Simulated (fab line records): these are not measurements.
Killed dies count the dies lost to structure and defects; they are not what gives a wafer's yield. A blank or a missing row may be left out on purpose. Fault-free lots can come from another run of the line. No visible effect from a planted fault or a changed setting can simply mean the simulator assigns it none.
Matching of chambers / flow n5-finfet / ald-sin-03 running N5_MOL_CONTACT_COAG_ALD_123: 4 sister chambers
The step deposits SiNx, target thk 5 nm, pulse time 1 s, purge time 2 s. 4 wafers are shown with their chamber, then 10 later ones without.

EACH WAFER AND ITS CHAMBER
wafer=L083.6; chamber=1; heater-power-outer-w (W)=482
wafer=L088.5; chamber=2; heater-power-outer-w (W)=688
wafer=L087.2; chamber=3; heater-power-outer-w (W)=412
wafer=L087.3; chamber=0; heater-power-outer-w (W)=508

WAFERS WITHOUT THEIR CHAMBER
wafer=L087.5; heater-power-outer-w (W)=468
wafer=L090.1; heater-power-outer-w (W)=476
wafer=L090.4; heater-power-outer-w (W)=425
wafer=L090.5; heater-power-outer-w (W)=669
wafer=L096.1; heater-power-outer-w (W)=673
wafer=L096.2; heater-power-outer-w (W)=422
wafer=L096.3; heater-power-outer-w (W)=491
wafer=L094.1; heater-power-outer-w (W)=424
wafer=L094.4; heater-power-outer-w (W)=704
wafer=L094.5; heater-power-outer-w (W)=419

EACH ONE'S CHAMBER
wafer=L087.5; from the rows above=1; in truth=1
wafer=L090.1; from the rows above=1; in truth=1
wafer=L090.4; from the rows above=3; in truth=3
wafer=L090.5; from the rows above=2; in truth=2
wafer=L096.1; from the rows above=2; in truth=2
wafer=L096.2; from the rows above=3; in truth=3
wafer=L096.3; from the rows above=can't be placed: 1 or 0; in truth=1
wafer=L094.1; from the rows above=3; in truth=3
wafer=L094.4; from the rows above=2; in truth=2
wafer=L094.5; from the rows above=3; in truth=3
Correctly placed: 9 of 10. Not placeable from these rows: 1 (in 1, the candidates include the true chamber). 0 placed wrongly.
How it was worked out, from the rows above alone: a wafer's distance from a chamber is the root of the sum, over the readings, of the square of ((its reading less the chamber's mean) divided by the reading's scatter). If the next closest chamber is less than 2 further off than the closest, the wafer can't be placed; otherwise it belongs to the closest. For every chamber, the mean is computed from those of its wafers that are shown. The scatter: root of mean squared gap, hidden wafer to nearest shown wafer, with one shown wafer a chamber.
